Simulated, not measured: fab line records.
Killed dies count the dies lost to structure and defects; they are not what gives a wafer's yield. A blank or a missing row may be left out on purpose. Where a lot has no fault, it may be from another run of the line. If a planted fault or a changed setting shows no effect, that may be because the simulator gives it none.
Lot-split experiment || flow n5 finfet || 7 lots, 39 wafers read, on a route of 1938 steps

## THE SPLIT ITSELF
At N5_FIN_SAQP_PECVD_06 (deposits a-Si from SiH4/He, target thk 60 nm, time 48.1 s), the setting time s was moved away from the recipe's 48.1 s on 15 of the 39 wafers read, by -59.9% to +49.6%. All remaining wafers had this setting at the recipe value.

## FROM THE SPLIT TO THE READING: what the file shows between them, 5 steps
- N5_FIN_SAQP_THK_MEAS_07
- N5_FIN_SAQP_HM_DEP_72: deposits SiO2 from SiH4/N2O, target thk 12 nm, time 7.2 s
- N5_FIN_SAQP_COAT_49: time 60 s, resist thk 100 nm
- N5_FIN_SAQP_HM_OPEN_73: chemistry CHF3/O2, target SiO2, stops on a-Si, target depth 12 nm, time 16.8 s
- N5_FIN_SAQP_STRIP_74: strips in CHF3/O2

## THE READING
oes product au, in a.u., at N5_FIN_SAQP_MANDREL_ETCH_22 (etches a-Si in HBr/Cl2, stops on SiNx, target depth 60 nm, bt time 10 s, time 30 s). A value of 0.770 a.u. with a standard deviation of 0.015 a.u. is what fault-free wafers of this fab line usually give.

{"wafer": "L074.1", "tool, chamber at the split": "pecvd-04, 0", "time s as run, s": 48.1, "against the recipe": "recipe", "oes product au, a.u.": 0.753, "against lot-mates on the recipe": "-"}
{"wafer": "L074.2", "tool, chamber at the split": "pecvd-04, 2", "time s as run, s": 30.75, "against the recipe": "-36.1%", "oes product au, a.u.": 0.604, "against lot-mates on the recipe": -0.160}
{"wafer": "L074.3", "tool, chamber at the split": "pecvd-04, 1", "time s as run, s": 30.75, "against the recipe": "-36.1%", "oes product au, a.u.": 0.598, "against lot-mates on the recipe": -0.166}
{"wafer": "L074.4", "tool, chamber at the split": "pecvd-04, 1", "time s as run, s": 48.1, "against the recipe": "recipe", "oes product au, a.u.": 0.782, "against lot-mates on the recipe": "-"}
{"wafer": "L074.5", "tool, chamber at the split": "pecvd-04, 2", "time s as run, s": 30.75, "against the recipe": "-36.1%", "oes product au, a.u.": 0.635, "against lot-mates on the recipe": -0.129}
{"wafer": "L074.6", "tool, chamber at the split": "pecvd-04, 0", "time s as run, s": 48.1, "against the recipe": "recipe", "oes product au, a.u.": 0.758, "against lot-mates on the recipe": "-"}
{"wafer": "L076.1", "tool, chamber at the split": "pecvd-04, 1", "time s as run, s": 48.1, "against the recipe": "recipe", "oes product au, a.u.": 0.782, "against lot-mates on the recipe": "-"}
{"wafer": "L076.2", "tool, chamber at the split": "pecvd-04, 2,1", "time s as run, s": 48.1, "against the recipe": "recipe", "oes product au, a.u.": 0.760, "against lot-mates on the recipe": "-"}
{"wafer": "L076.3", "tool, chamber at the split": "pecvd-04, 0", "time s as run, s": 48.1, "against the recipe": "recipe", "oes product au, a.u.": 0.757, "against lot-mates on the recipe": "-"}
{"wafer": "L076.4", "tool, chamber at the split": "pecvd-04, 2,1", "time s as run, s": 48.1, "against the recipe": "recipe", "oes product au, a.u.": 0.765, "against lot-mates on the recipe": "-"}
{"wafer": "L076.5", "tool, chamber at the split": "pecvd-04, 2", "time s as run, s": 48.1, "against the recipe": "recipe", "oes product au, a.u.": 0.796, "against lot-mates on the recipe": "-"}
{"wafer": "L076.6", "tool, chamber at the split": "pecvd-04, 0", "time s as run, s": 48.1, "against the recipe": "recipe", "oes product au, a.u.": 0.765, "against lot-mates on the recipe": "-"}
{"wafer": "L077.1", "tool, chamber at the split": "pecvd-03, 1", "time s as run, s": 48.1, "against the recipe": "recipe", "oes product au, a.u.": 0.736, "against lot-mates on the recipe": "-"}
{"wafer": "L077.2", "tool, chamber at the split": "pecvd-03, 0", "time s as run, s": 66.99, "against the recipe": "+39.3%", "oes product au, a.u.": 0.977, "against lot-mates on the recipe": "+0.231"}
{"wafer": "L077.3", "tool, chamber at the split": "pecvd-03, 0", "time s as run, s": 66.99, "against the recipe": "+39.3%", "oes product au, a.u.": 0.983, "against lot-mates on the recipe": "+0.237"}
{"wafer": "L077.4", "tool, chamber at the split": "pecvd-03, 1", "time s as run, s": 48.1, "against the recipe": "recipe", "oes product au, a.u.": 0.755, "against lot-mates on the recipe": "-"}
{"wafer": "L077.5", "tool, chamber at the split": "pecvd-03, 0", "time s as run, s": 66.99, "against the recipe": "+39.3%", "oes product au, a.u.": 0.988, "against lot-mates on the recipe": "+0.242"}
{"wafer": "L077.6", "tool, chamber at the split": "pecvd-03, 1", "time s as run, s": 48.1, "against the recipe": "recipe", "oes product au, a.u.": 0.746, "against lot-mates on the recipe": "-"}
{"wafer": "L090.1", "tool, chamber at the split": "pecvd-04, 1", "time s as run, s": 19.3, "against the recipe": "-59.9%", "oes product au, a.u.": 0.498, "against lot-mates on the recipe": -0.284}
{"wafer": "L090.2", "tool, chamber at the split": "pecvd-04, 0", "time s as run, s": 48.1, "against the recipe": "recipe", "oes product au, a.u.": 0.788, "against lot-mates on the recipe": "-"}
{"wafer": "L090.3", "tool, chamber at the split": "pecvd-04, 2", "time s as run, s": 19.3, "against the recipe": "-59.9%", "oes product au, a.u.": 0.473, "against lot-mates on the recipe": -0.309}
{"wafer": "L090.4", "tool, chamber at the split": "pecvd-04, 1", "time s as run, s": 48.1, "against the recipe": "recipe", "oes product au, a.u.": 0.767, "against lot-mates on the recipe": "-"}
{"wafer": "L090.5", "tool, chamber at the split": "pecvd-04, 0", "time s as run, s": 19.3, "against the recipe": "-59.9%", "oes product au, a.u.": 0.470, "against lot-mates on the recipe": -0.312}
{"wafer": "L090.6", "tool, chamber at the split": "pecvd-04, 2", "time s as run, s": 48.1, "against the recipe": "recipe", "oes product au, a.u.": 0.790, "against lot-mates on the recipe": "-"}
{"wafer": "L091.1", "tool, chamber at the split": "pecvd-03, 2", "time s as run, s": 48.1, "against the recipe": "recipe", "oes product au, a.u.": 0.780, "against lot-mates on the recipe": "-"}
{"wafer": "L091.2", "tool, chamber at the split": "pecvd-03, 0", "time s as run, s": 48.1, "against the recipe": "recipe", "oes product au, a.u.": 0.758, "against lot-mates on the recipe": "-"}
{"wafer": "L091.4", "tool, chamber at the split": "pecvd-03, 2", "time s as run, s": 48.1, "against the recipe": "recipe", "oes product au, a.u.": 0.775, "against lot-mates on the recipe": "-"}
{"wafer": "L092.1", "tool, chamber at the split": "pecvd-02, 1", "time s as run, s": 71.98, "against the recipe": "+49.6%", "oes product au, a.u.": 0.965, "against lot-mates on the recipe": "+0.198"}
{"wafer": "L092.2", "tool, chamber at the split": "pecvd-02, 0", "time s as run, s": 48.1, "against the recipe": "recipe", "oes product au, a.u.": 0.765, "against lot-mates on the recipe": "-"}
{"wafer": "L092.3", "tool, chamber at the split": "pecvd-02, 2", "time s as run, s": 48.1, "against the recipe": "recipe", "oes product au, a.u.": 0.764, "against lot-mates on the recipe": "-"}
{"wafer": "L092.4", "tool, chamber at the split": "pecvd-02, 1", "time s as run, s": 71.98, "against the recipe": "+49.6%", "oes product au, a.u.": 0.997, "against lot-mates on the recipe": "+0.230"}
{"wafer": "L092.5", "tool, chamber at the split": "pecvd-02, 2", "time s as run, s": 48.1, "against the recipe": "recipe", "oes product au, a.u.": 0.773, "against lot-mates on the recipe": "-"}
{"wafer": "L092.6", "tool, chamber at the split": "pecvd-02, 0", "time s as run, s": 71.98, "against the recipe": "+49.6%", "oes product au, a.u.": 1.005, "against lot-mates on the recipe": "+0.238"}
{"wafer": "L096.1", "tool, chamber at the split": "pecvd-03, 1", "time s as run, s": 63.92, "against the recipe": "+32.9%", "oes product au, a.u.": 0.902, "against lot-mates on the recipe": "+0.123"}
{"wafer": "L096.2", "tool, chamber at the split": "pecvd-03, 2", "time s as run, s": 48.1, "against the recipe": "recipe", "oes product au, a.u.": 0.778, "against lot-mates on the recipe": "-"}
{"wafer": "L096.3", "tool, chamber at the split": "pecvd-03, 0", "time s as run, s": 63.92, "against the recipe": "+32.9%", "oes product au, a.u.": 0.911, "against lot-mates on the recipe": "+0.132"}
{"wafer": "L096.4", "tool, chamber at the split": "pecvd-03, 0", "time s as run, s": 48.1, "against the recipe": "recipe", "oes product au, a.u.": 0.765, "against lot-mates on the recipe": "-"}
{"wafer": "L096.5", "tool, chamber at the split": "pecvd-03, 1", "time s as run, s": 63.92, "against the recipe": "+32.9%", "oes product au, a.u.": 0.935, "against lot-mates on the recipe": "+0.156"}
{"wafer": "L096.6", "tool, chamber at the split": "pecvd-03, 2", "time s as run, s": 48.1, "against the recipe": "recipe", "oes product au, a.u.": 0.793, "against lot-mates on the recipe": "-"}
The file does not say which wafer passed through which chamber wherever a row lists several chambers: such a row stands for several wafers.

FIT RESULTS
A straight line over all 39 wafers: oes product au changes by +0.00472 a.u. for each +1% of time s; r = +0.99; the points scatter about the line by 0.018 a.u.
The same after taking each lot's own level away (the mean of its wafers on the recipe; 39 wafers): +0.00484 a.u. for each +1%; r = +0.99; scatter 0.021 a.u.
According to that fit, moving time s by its largest amount changes the reading by 0.29 a.u.
The span of the lots' own levels, 0.7457 to 0.7817 a.u., comes to 2.4 times the standard deviation stated above.
So the lot-to-lot level changes the slope little: the two slopes agree.
Check: -0.29 a.u. against its lot-mates is what the line predicts for one of the wafers moved furthest among these (-59.9%) when that wafer is left out of the fit. Against them it came out at -0.284 a.u.

## THE WHOLE CHAIN: every reading that the file lists as answering this split, in the file's order
{"step": "N5_FIN_SAQP_PECVD_06", "what it does": "deposits a-Si from SiH4/He, target thk 60 nm, time 48.1 s", "reading": "a-Si_of_FIN_SAQP_PECVD_06.thk nm (the simulator's own value, which no gauge read)", "change (the file's fit)": "+0.605 nm for each +1% of the setting", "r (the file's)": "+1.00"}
{"step": "N5_FIN_SAQP_THK_MEAS_07", "what it does": "", "reading": "thk nm", "change (the file's fit)": "withheld for each +1% of the setting", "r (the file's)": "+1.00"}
{"step": "N5_FIN_SAQP_MANDREL_ETCH_22", "what it does": "etches a-Si in HBr/Cl2, stops on SiNx, target depth 60 nm, bt time 10 s, time 30 s", "reading": "oes product au", "change (the file's fit)": "+0.00485 a.u. for each +1% of the setting", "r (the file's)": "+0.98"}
{"step": "N5_FIN_SAQP_MANDREL_ETCH_22", "what it does": "etches a-Si in HBr/Cl2, stops on SiNx, target depth 60 nm, bt time 10 s, time 30 s", "reading": "etch.depth nm (the simulator's own value, which no gauge read)", "change (the file's fit)": "+0.605 nm for each +1% of the setting", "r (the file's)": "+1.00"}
{"step": "N5_FIN_SAQP_SPACER1_ALD_24", "what it does": "deposits SiO2, target thk 20.3 nm, pulse time 1 s, purge time 2 s", "reading": "a-Si_of_FIN_SAQP_PECVD_06.thk nm (the simulator's own value, which no gauge read)", "change (the file's fit)": "+0.606 nm for each +1% of the setting", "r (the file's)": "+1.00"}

## FILE'S OWN FIT
oes product au changes by +0.00485 a.u. for each +1% of time s, r = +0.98.
